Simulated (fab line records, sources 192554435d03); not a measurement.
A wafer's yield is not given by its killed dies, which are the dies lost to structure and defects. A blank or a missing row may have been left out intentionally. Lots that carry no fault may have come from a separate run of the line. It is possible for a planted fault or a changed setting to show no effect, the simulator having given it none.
fab line records | flow n5_finfet
record: lots: 4 | wafers: 11 | last_day: 18
route steps=1938 shown BEOL_M4@1099 BEOL_M5@1112 BEOL_M10@1470 PASSIVATION@1936
lots that met no fault: from a run of the same line without faults
start_h: the number of hours between the record's first day and the start of the first shown wafer of the lot | wait_h: hours since the lot's step before | " unchanged from the row above | L1.1+2: a row that stands for several wafers | - either no value or no given start | * or withheld: withheld | < > ~ a bound
route shown NAME@n: names a module that has steps shown in the file, with the first one's number in the route | usual: mean/standard deviation taken from wafers without a fault | same: alike in all rows | chamber/n: place in a boat | sites: readings site by site | _std_site: standard deviation across them | _edge_site: inner sites' mean taken away from outer sites' mean | radius_mm: how far each site lies from the wafer's centre | mask NAME#n: copy n | behind: tool/chamber where the wafer was last shaped | hold: reason for holding the lot/hours on hold/outcome of the hold | device: whichever transistor did not switch (one of n, p or np) | end of line: the route-end tests of the same wafers | where a step has no rows: the recipe by itself | killed: dies that structure and defects cost at the first sort, which is not the same as the wafer's yield | map: a wafer's dies, marking killed ones x, the rest . and places with no die _
set.NAME: the run value of the setting; set.NAME@STEP: its run value at that earlier step | model.NAME: the simulator's own value behind a step, which no gauge read
lots seen at some steps along the route; tables by step, rows by wafer
services: from which hour (start_h, from the record's first day; less than 0 if before it) a tool's chamber was out of use, for how many hours, and why
== steps ==
step: N5_BEOL_M4_ANNEAL_95
recipe: temp_c: 400 | time_s: 240 | ambient: vacuum
step: N5_BEOL_M4_SPUTTER_96
recipe: material: Cu | target_thk_a: 45 | temp_c: -20 | chamber_pressure_pa: 0.07 | power_w: withheld | time_s: 8.29
step: N5_BEOL_M4_ECD_50
recipe: material: Cu | target_thk_a: 3000
step: N5_BEOL_M4_ANNEAL_51
recipe: temp_c: 225 | time_s: 90 | ambient: N2
step: N5_BEOL_M4_CMP_52
recipe: stop_on: SiOC | t_overpolish_s: 6.8 | down_force_psi: 1 | platen_rpm: 50 | clearing_platen_down_force_psi: 1.5 | clearing_platen_rpm: 50 | post_cmp_clean: cu_alkaline | target_thk_nm: 40 | clearing_platen_pad_velocity_m_s: 0.99484 | pad_velocity_m_s: 0.99484
step: N5_BEOL_M4_PRE_CLEAN_60
recipe: gas: NH3/H2 | time_s: 15 | temp_c: * | rf_power_w: 300
step: N5_BEOL_M4_CO_CAP_55
recipe: material: Co | target_thk_a: 20 | temp_c: 200 | precursor: CCTBA/H2 | pressure_torr: 30 | time_s: 102.1
step: N5_BEOL_M4_PRE_CLEAN_56
recipe: gas: NH3 | time_s: 15 | temp_c: withheld | rf_power_w: 300
step: N5_BEOL_M4_DEP_57
recipe: material: SiCN | target_thk_a: 80 | temp_c: withheld | precursor: 3MS/NH3 | pressure_torr: 3 | rf_w: 202 | time_s: 14
step: N5_BEOL_M4_RC_MEAS_101
usual: DIBL_N: 36.3/1.8 | DIBL_P: 36.5/2.1 | IOFF_N: 0.16/0.031 | IOFF_P: 0.22/0.038 | ION_N: 677/12 | ION_P: 466/7.8 | SS_N: 71.5/0.61 | SS_P: 73.2/0.7 | VT_N: 249/3 | VT_P: -248.9/3
lot.wafer | tool      | chamber | start_h | wait_h | DIBL_N[mV/V] | DIBL_P[mV/V] | IOFF_N[nA/um] | IOFF_P[nA/um] | ION_N[uA/um] | ION_P[uA/um] | SS_N[mV/dec] | SS_P[mV/dec] | VT_N[mV] | VT_P[mV]
L244.1    | prober-01 | 0       | 231.55  | 0.0    | 37.1         | 37.3         | 0.17          | 0.22          | 687          | 468          | 71.6         | 74.1         | 249      | -250.1
L244.5    | "         | 0       | "       | "      | 37.0         | 37.4         | 0.17          | 0.21          | 682          | 462          | 72.2         | 74.7         | 251      | -251.6
L244.6    | "         | 0       | "       | "      | 37.4         | 38.0         | 0.18          | 0.22          | 686          | 465          | 71.5         | 74.3         | 251      | -249.1
L256.3    | prober-01 | 0       | 281.95  | 0.3    | 37.2         | 36.3         | 0.18          | 0.24          | 689          | 471          | 71.5         | 72.4         | 249      | -247.9
L256.4    | "         | 0       | "       | "      | 36.9         | 36.1         | 0.17          | 0.25          | 687          | 482          | 71.7         | 72.9         | 247      | -246.1
L258.1    | prober-01 | 0       | 284.31  | 0.0    | 34.4         | 34.3         | 0.12          | 0.17          | 670          | 462          | 70.5         | 73.1         | 252      | -252.8
L258.3    | "         | 0       | "       | "      | 35.2         | 34.1         | 0.13          | 0.16          | 652          | 453          | 71.4         | 72.8         | 254      | -252.9
L258.6    | "         | 0       | "       | "      | 35.4         | 34.5         | 0.12          | 0.17          | 648          | 450          | 72.2         | 73.5         | 254      | -254.7
L260.2    | prober-02 | 0       | 307.84  | 0.2    | 33.4         | 33.2         | 0.12          | 0.16          | 657          | 459          | 70.7         | 71.8         | 253      | -252.4
L260.3    | "         | 0       | "       | "      | 34.7         | 35.0         | 0.13          | 0.19          | 671          | 462          | 71.4         | 72.5         | 254      | -249.9
L260.6    | "         | 0       | "       | "      | 34.0         | 34.9         | 0.13          | 0.19          | 680          | 471          | 70.4         | 73.4         | 251      | -250.9
step: N5_BEOL_M5_ILD_DEP_00
recipe: material: SiCOH_lowk | target_thk_a: 1406.4 | temp_c: 300 | precursor: DEMS/porogen | pressure_torr: 5 | rf_w: 500 | time_s: 25.9
step: N5_BEOL_M5_CURE_79
recipe: temp_c: 385 | time_s: 240 | ambient: He/Ar | material: SiCOH_lowk
step: N5_BEOL_M5_PECVD_70
recipe: material: SiO2 | target_thk_a: 160 | temp_c: 400 | precursor: TEOS/O2 | pressure_torr: 5.5 | rf_w: 450 | teos_flow_sccm: 53.8 | gas: O2 | flow_sccm: 3000 | time_s: 18
step: N5_BEOL_M5_HM_DEP_02
recipe: material: TiN | target_thk_a: 200 | temp_c: 25 | chamber_pressure_pa: 0.49996
step: N5_BEOL_M5_COAT_59
recipe: resist: SOC | temp_c: 250 | time_s: 60 | spin_rpm: 1500 | resist_thk_nm: 60
step: N5_BEOL_M5_COAT_60
recipe: resist: SiARC | temp_c: 220 | time_s: 60 | spin_rpm: 1500 | resist_thk_nm: 12
step: N5_BEOL_M5_COAT_71
recipe: resist: underlayer | temp_c: 205 | time_s: 60 | spin_rpm: 1500 | resist_thk_nm: 5
step: N5_BEOL_M5_COAT_05
recipe: resist: CAR-EUV | spin_rpm: 1500 | resist_thk_nm: 30
step: N5_BEOL_M5_EBR_07
recipe: solvent: PGMEA | ebr_width_mm: 1.5
step: N5_BEOL_M5_SOFTBAKE_06
recipe: temp_c: 110 | time_s: 60 | resist: CAR-EUV
step: N5_BEOL_M5_EXPOSE_08
recipe: mask_id: M5 | na: 0.33 | source_shape: annular | sigma_inner: 0.4 | sigma_outer: 0.8 | polarization: unpolarized | target_cd_nm: 28 | dose_mj: 35.75
step: N5_BEOL_M5_PEB_09
recipe: peb_temp_c: 100 | peb_time_s: 60 | resist: CAR-EUV
step: N5_BEOL_M5_DEVELOP_10
recipe: develop_time_s: 30 | developer: TMAH | resist: CAR-EUV | rinse_liquid: surfactant_rinse | dry: air_spin | dev_temp_c: 23
step: N5_BEOL_M5_DESCUM_16
recipe: chemistry: O2 | time_s: 7 | source_power_w: 50 | bias_power_w: 20 | pressure_mtorr: 20 | rf_frequency_hz: 2.712e+07 | temp_c: 40 | resist: CAR-EUV | o2_flow_sccm: 225
step: N5_BEOL_M5_ETCH_72
recipe: chemistry: N2/H2 | target: underlayer | target_depth_a: 65 | mask_material: CAR-EUV | time_s: 5.2 | ion_energy_ev: 200 | pressure_mtorr: 30 | source_w: 840 | bias_w: 150 | n2_flow_sccm: 200 | h2_flow_sccm: 200 | ends: cleared
step: N5_BEOL_M5_ETCH_61
recipe: chemistry: CF4 | target: SiARC | target_depth_a: 156 | mask_material: CAR-EUV | time_s: 26 | ion_energy_ev: 80 | pressure_mtorr: 40 | source_w: 545 | bias_w: 36 | Ar_flow_sccm: 100 | cf4_flow_sccm: 100 | ends: cleared
step: N5_BEOL_M5_ETCH_62
recipe: chemistry: N2/H2 | target: SOC | target_depth_a: 750 | overetch_a: 150 | mask_material: SiARC | temp_c: 40 | time_s: 112.5 | ion_energy_ev: 200 | pressure_mtorr: 30 | source_w: 840 | bias_w: 150 | n2_flow_sccm: 200 | h2_flow_sccm: 200
step: N5_BEOL_M5_STRIP_63
recipe: chemistry: N2/H2 | temp_c: 40 | n2_flow_sccm: 200 | h2_flow_sccm: 200 | rf_frequency_hz: 6e+07
step: N5_BEOL_M5_STRIP_73
recipe: chemistry: N2/H2 | temp_c: 40 | n2_flow_sccm: 200 | h2_flow_sccm: 200 | rf_frequency_hz: 6e+07
step: N5_BEOL_M5_STRIP_64
recipe: chemistry: CF4 | resist: SiARC | power_w: 300 | bias_power_w: 75 | pressure_mtorr: 50 | cf4_flow_sccm: 150 | rf_frequency_hz: 6e+07
step: N5_BEOL_M5_HM_OPEN_17
recipe: chemistry: Cl2/BCl3 | target_depth_a: 200 | overetch_a: 60 | target: TiN | mask_material: SOC | ion_energy_ev: 150 | pressure_mtorr: 10 | icp_w: 1000 | bias_w: 126 | Cl2_flow_sccm: 53.25 | bcl3_flow_sccm: 21.75 | Ar_flow_sccm: 25
step: N5_BEOL_M5_STRIP_19
recipe: chemistry: O2 | power_w: 400 | temp_c: 40 | pressure_mtorr: 30 | rf_frequency_hz: 6e+07 | bias_power_w: 0 | overash_fraction: 0.2 | o2_flow_sccm: 225
step: N5_BEOL_M5_COAT_65
recipe: resist: SOC | temp_c: 250 | time_s: 60 | spin_rpm: 1500 | resist_thk_nm: 60
step: N5_BEOL_M5_COAT_66
recipe: resist: SiARC | temp_c: 220 | time_s: 60 | spin_rpm: 1500 | resist_thk_nm: 12
step: N5_BEOL_M10_ILD_DEP_00
recipe: material: SiCOH_lowk | target_thk_a: 3085.1 | temp_c: 300 | precursor: DEMS/porogen | pressure_torr: 5 | rf_w: 500 | time_s: 58
usual: heater_power_w: 318/37 | run_length_s: 100.9/0.67 | showerhead_plenum_p_Torr: 5.739/0.017 | throttle_valve_pct: 13.8/0.55
lot.wafer | tool     | chamber | start_h | wait_h | heater_power_w | run_length_s | showerhead_plenum_p_Torr | throttle_valve_pct | model.SiCOH_lowk_of_BEOL_M10_ILD_DEP_00.thk_nm
L244.1    | pecvd-04 | 0       | 279.61  | 0.0    | 292            | 101.4        | 5.745                    | 14.0               | 304.6
L244.5    | "        | 2       | "       | "      | 344            | 100.8        | 5.738                    | 14.2               | 310.8
L244.6    | "        | 1       | "       | "      | 272            | 99.9         | 5.730                    | 14.2               | 312.6
L256.3    | pecvd-04 | 1       | 336.03  | 0.1    | 252            | 100.8        | 5.732                    | 14.5               | 305.6
L256.4    | "        | 1       | "       | "      | 267            | 118.0        | 5.717                    | 14.3               | 397.4
L258.1    | pecvd-04 | 1       | 338.80  | 0.0    | 286            | 100.3        | 5.758                    | 14.3               | 306.4
L258.3    | "        | 2       | "       | "      | 365            | 100.7        | 5.742                    | 14.5               | 308.8
L258.6    | "        | 2       | "       | "      | 378            | 118.3        | 5.743                    | 14.4               | 400
L260.2    | pecvd-03 | 1       | 365.24  | 0.0    | 353            | 101.0        | 5.773                    | 14.3               | 302.6
L260.3    | "        | 0       | "       | "      | 369            | 101.5        | 5.760                    | 13.5               | 308.2
L260.6    | "        | 0       | "       | "      | 376            | 101.5        | 5.736                    | 13.7               | 310.8
step: N5_BEOL_M10_THK_MEAS_01
recipe: reads: SiCOH_lowk_of_BEOL_M10_ILD_DEP_00
usual: M10_ILD_THK: 267/3.3
lot.wafer | tool          | chamber | start_h | wait_h | M10_ILD_THK[nm]
L244.1    | film_metro-01 | -       | 280.20  | 0.4    | 265
L244.5    | "             | -       | "       | "      | 270
L244.6    | "             | -       | "       | "      | 272
L256.3    | film_metro-01 | -       | 336.68  | 0.3    | 265
L256.4    | "             | -       | "       | "      | 347
L258.1    | film_metro-01 | -       | 339.90  | 0.8    | 266
L258.3    | "             | -       | "       | "      | 268
L258.6    | "             | -       | "       | "      | 349
L260.2    | film_metro-01 | -       | 365.83  | 0.4    | 263
L260.3    | "             | -       | "       | "      | 268
L260.6    | "             | -       | "       | "      | 270
step: N5_BEOL_M10_CMP_52
recipe: stop_on: SiCOH_lowk | t_overpolish_s: 7 | down_force_psi: 1 | platen_rpm: 50 | clearing_platen_down_force_psi: 1.5 | clearing_platen_rpm: 50 | post_cmp_clean: cu_alkaline | target_thk_nm: 140 | clearing_platen_pad_velocity_m_s: 0.99484 | pad_velocity_m_s: 0.99484
usual: head_pressure_psi: 1.0000/0.002 | motor_current_A: 6.4/0.69
lot.wafer | tool   | chamber | start_h | wait_h | head_pressure_psi | motor_current_A | model.SiCOH_lowk_of_BEOL_M10_ILD_DEP_00.thk_nm
L244.1    | cmp-04 | 0       | 285.69  | 0.3    | 1.0019            | 5.9             | 261.6
L244.6    | "      | 2       | "       | "      | 0.9992            | 5.6             | 268.6
L244.5    | "      | 3       | "       | "      | 0.9979            | 8.0             | 267
L256.3    | cmp-04 | 0       | 347.15  | 0.2    | 0.9993            | 6.0             | 262.4
L256.4    | "      | 3       | "       | "      | 0.9996            | 8.5             | 343.8
L258.1    | cmp-01 | 2       | 347.23  | 0.3    | 1.0006            | 5.7             | 263.2
L258.3    | "      | 1       | "       | "      | 1.0048            | 6.8             | 265.2
L258.6    | "      | 2       | "       | "      | 1.0014            | 6.0             | 346.2
L260.3    | cmp-04 | 2       | 372.79  | 0.2    | 0.9974            | 5.5             | 264.6
L260.2    | "      | 3       | "       | "      | 0.9963            | 7.9             | 259.8
L260.6    | "      | 3       | "       | "      | 0.9994            | 7.6             | 267
step: N5_PASSIVATION_PROBE_49
usual: defect_limited_yield: 91.2/1.5 | killed_at_M0_to_M3: 33/9.6 | killed_at_M4_up: 14/5.6 | killed_at_contacts: 14/5.5 | killed_at_front_end: 40/13 | killed_at_other: 4/3 | killed_dies: 104/17 | killed_on_rim: 14/4.3 | killed_open: 68/13 | killed_short: 33/7.2 | sort_bin_5_function: 5.2/0.95 | sort_bin_6_memory: 3.3/0.62 | sort_n_pass: 1076/17 | sort_yield_pct: 91.2/1.5
same: gross_dies: 1180 | killed_at_back_side: 0 | sort_bin_4_leakage[%]: 0 | sort_bin_8_speed[%]: 0
lot.wafer | tool      | chamber | start_h | wait_h | defect_limited_yield[%] | killed_at_M0_to_M3 | killed_at_M4_up | killed_at_contacts | killed_at_front_end | killed_at_other | killed_dies | killed_on_rim | killed_open | killed_short | sort_bin_5_function[%] | sort_bin_6_memory[%] | sort_n_pass | sort_yield_pct[%]
L256.4    | prober-02 | -       | 397.89  | 0.2    | 0                       | 38                 | 1077            | 13                 | 49                  | 3               | 1180        | 152           | 89          | 29           | 95.3                   | 4.3                  | 0           | 0
L258.6    | prober-01 | -       | 400.32  | 0.3    | 0                       | 27                 | 1107            | 6                  | 37                  | 3               | 1180        | 152           | 52          | 29           | 97.0                   | 2.8                  | 0           | 0
killed by level:class
L256.4 BEOL_M10:area_etch=1062 STI_FIN_REVEAL:geometric_particle:open=22 MOL_CONTACT_COAG:geometric_particle:open=12 BEOL_M0_SAQP:geometric_particle:open=12 FIN_SAQP:geometric_particle:open=8 BEOL_M1:geometric_particle:open=8 FIN_SAQP:geometric_particle:short=7 BEOL_M2:geometric_particle:open=6
L258.6 BEOL_M10:area_etch=1099 DUMMY_GATE:geometric_particle:open=8 STI_FIN_REVEAL:geometric_particle:open=7 BEOL_M2:geometric_particle:open=7 FIN_SAQP:geometric_particle:open=6 BEOL_M0_SAQP:geometric_particle:short=6 FIN_SAQP:geometric_particle:short=5 MOL_CONTACT_COAG:geometric_particle:open=5
map L256.4 (x killed, . not)
_________________xxxxxxxxxxxx________________
______________xxxxxxxxxxxxxxxxxx_____________
___________xxxxxxxxxxxxxxxxxxxxxxxx__________
__________xxxxxxxxxxxxxxxxxxxxxxxxxx_________
________xxxxxxxxxxxxxxxxxxxxxxxxxxxxxx_______
_______xxxxxxxxxxxxxxxxxxxxxxxxxxxxxxxx______
______xxxxxxxxxxxxxxxxxxxxxxxxxxxxxxxxxx_____
_____xxxxxxxxxxxxxxxxxxxxxxxxxxxxxxxxxxxx____
____xxxxxxxxxxxxxxxxxxxxxxxxxxxxxxxxxxxxxx___
___xxxxxxxxxxxxxxxxxxxxxxxxxxxxxxxxxxxxxxxx__
___xxxxxxxxxxxxxxxxxxxxxxxxxxxxxxxxxxxxxxxx__
__xxxxxxxxxxxxxxxxxxxxxxxxxxxxxxxxxxxxxxxxxx_
__xxxxxxxxxxxxxxxxxxxxxxxxxxxxxxxxxxxxxxxxxx_
_xxxxxxxxxxxxxxxxxxxxxxxxxxxxxxxxxxxxxxxxxxxx
_xxxxxxxxxxxxxxxxxxxxxxxxxxxxxxxxxxxxxxxxxxxx
_xxxxxxxxxxxxxxxxxxxxxxxxxxxxxxxxxxxxxxxxxxxx
_xxxxxxxxxxxxxxxxxxxxxxxxxxxxxxxxxxxxxxxxxxxx
_xxxxxxxxxxxxxxxxxxxxxxxxxxxxxxxxxxxxxxxxxxxx
_xxxxxxxxxxxxxxxxxxxxxxxxxxxxxxxxxxxxxxxxxxxx
_xxxxxxxxxxxxxxxxxxxxxxxxxxxxxxxxxxxxxxxxxxxx
_xxxxxxxxxxxxxxxxxxxxxxxxxxxxxxxxxxxxxxxxxxxx
__xxxxxxxxxxxxxxxxxxxxxxxxxxxxxxxxxxxxxxxxxx_
__xxxxxxxxxxxxxxxxxxxxxxxxxxxxxxxxxxxxxxxxxx_
___xxxxxxxxxxxxxxxxxxxxxxxxxxxxxxxxxxxxxxxx__
___xxxxxxxxxxxxxxxxxxxxxxxxxxxxxxxxxxxxxxxx__
____xxxxxxxxxxxxxxxxxxxxxxxxxxxxxxxxxxxxxx___
_____xxxxxxxxxxxxxxxxxxxxxxxxxxxxxxxxxxxx____
______xxxxxxxxxxxxxxxxxxxxxxxxxxxxxxxxxx_____
_______xxxxxxxxxxxxxxxxxxxxxxxxxxxxxxxx______
________xxxxxxxxxxxxxxxxxxxxxxxxxxxxxx_______
__________xxxxxxxxxxxxxxxxxxxxxxxxxx_________
___________xxxxxxxxxxxxxxxxxxxxxxxx__________
______________xxxxxxxxxxxxxxxxxx_____________
_________________xxxxxxxxxxxx________________
map L258.6 (x killed, . not)
_________________xxxxxxxxxxxx________________
______________xxxxxxxxxxxxxxxxxx_____________
___________xxxxxxxxxxxxxxxxxxxxxxxx__________
__________xxxxxxxxxxxxxxxxxxxxxxxxxx_________
________xxxxxxxxxxxxxxxxxxxxxxxxxxxxxx_______
_______xxxxxxxxxxxxxxxxxxxxxxxxxxxxxxxx______
______xxxxxxxxxxxxxxxxxxxxxxxxxxxxxxxxxx_____
_____xxxxxxxxxxxxxxxxxxxxxxxxxxxxxxxxxxxx____
____xxxxxxxxxxxxxxxxxxxxxxxxxxxxxxxxxxxxxx___
___xxxxxxxxxxxxxxxxxxxxxxxxxxxxxxxxxxxxxxxx__
___xxxxxxxxxxxxxxxxxxxxxxxxxxxxxxxxxxxxxxxx__
__xxxxxxxxxxxxxxxxxxxxxxxxxxxxxxxxxxxxxxxxxx_
__xxxxxxxxxxxxxxxxxxxxxxxxxxxxxxxxxxxxxxxxxx_
_xxxxxxxxxxxxxxxxxxxxxxxxxxxxxxxxxxxxxxxxxxxx
_xxxxxxxxxxxxxxxxxxxxxxxxxxxxxxxxxxxxxxxxxxxx
_xxxxxxxxxxxxxxxxxxxxxxxxxxxxxxxxxxxxxxxxxxxx
_xxxxxxxxxxxxxxxxxxxxxxxxxxxxxxxxxxxxxxxxxxxx
_xxxxxxxxxxxxxxxxxxxxxxxxxxxxxxxxxxxxxxxxxxxx
_xxxxxxxxxxxxxxxxxxxxxxxxxxxxxxxxxxxxxxxxxxxx
_xxxxxxxxxxxxxxxxxxxxxxxxxxxxxxxxxxxxxxxxxxxx
_xxxxxxxxxxxxxxxxxxxxxxxxxxxxxxxxxxxxxxxxxxxx
__xxxxxxxxxxxxxxxxxxxxxxxxxxxxxxxxxxxxxxxxxx_
__xxxxxxxxxxxxxxxxxxxxxxxxxxxxxxxxxxxxxxxxxx_
___xxxxxxxxxxxxxxxxxxxxxxxxxxxxxxxxxxxxxxxx__
___xxxxxxxxxxxxxxxxxxxxxxxxxxxxxxxxxxxxxxxx__
____xxxxxxxxxxxxxxxxxxxxxxxxxxxxxxxxxxxxxx___
_____xxxxxxxxxxxxxxxxxxxxxxxxxxxxxxxxxxxx____
______xxxxxxxxxxxxxxxxxxxxxxxxxxxxxxxxxx_____
_______xxxxxxxxxxxxxxxxxxxxxxxxxxxxxxxx______
________xxxxxxxxxxxxxxxxxxxxxxxxxxxxxx_______
__________xxxxxxxxxxxxxxxxxxxxxxxxxx_________
___________xxxxxxxxxxxxxxxxxxxxxxxx__________
______________xxxxxxxxxxxxxxxxxx_____________
_________________xxxxxxxxxxxx________________
== services ==
tool     | chamber | start_h | hours | kind
pecvd-04 | -       | 272.95  | 0.7   | repair
pecvd-03 | 0       | 307.67  | 5.5   | scheduled_down
pecvd-04 | 2       | 320.66  | 16.5  | scheduled_down
cmp-04   | -       | 331.13  | 5.2   | repair
pecvd-04 | 0       | 331.85  | 8.1   | repair
cmp-01   | -       | 333.86  | 4.0   | pm
cmp-01   | -       | 337.86  | -     | consumable_replace:conditioner
cmp-01   | -       | 337.86  | -     | consumable_replace:pad
pecvd-04 | -       | 348.15  | 0.5   | repair
cmp-04   | -       | 349.07  | 4.2   | repair
== key ==
first_sign: step: N5_BEOL_M10_ILD_DEP_00 | reading: run_length_s | direction: up | sigmas: 26 | usual: * | struck: *
effect: step: N5_BEOL_M10_THK_MEAS_01 | reading: M10_ILD_THK | direction: up | sigmas: 25 | usual: 267 | struck: 348
effect: step: N5_PASSIVATION_PROBE_49 | reading: killed_at_M4_up | direction: up | sigmas: 99+ | usual: 14 | struck: 1092
model_effect: step: N5_BEOL_M10_ILD_DEP_00 | value: SiCOH_lowk_of_BEOL_M10_ILD_DEP_00.thk_nm | without: 305.8 | struck: 398.7
model_effect: step: N5_BEOL_M10_CMP_52 | value: SiCOH_lowk_of_BEOL_M10_ILD_DEP_00.thk_nm | without: 262.7 | struck: 345
more_kills_born_at: N5_BEOL_M10_ETCH_41@rie_diel-02: 1099 | N5_BEOL_M10_ETCH_41@rie_diel-01: 1062
met_at N5_BEOL_M10_ILD_DEP_00
struck_wafers L256.4,L258.6
later_rows_left_out L256.4,L258.6
onset_between 279.61 336.03
fault: kind: process_parameter_drift | tool: pecvd-04 | chamber: - | onset_h: 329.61 | steps: N5_BEOL_M10_ILD_DEP_00 | channel: time_s | offset: * | shape: step | end_h: 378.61 | scope: struck_wafers_only | acts_in: * | stated: *
later_rows_left_out: the simulator's readings of these wafers behind a module that went badly wrong aren't trusted and aren't shown, but for the sort
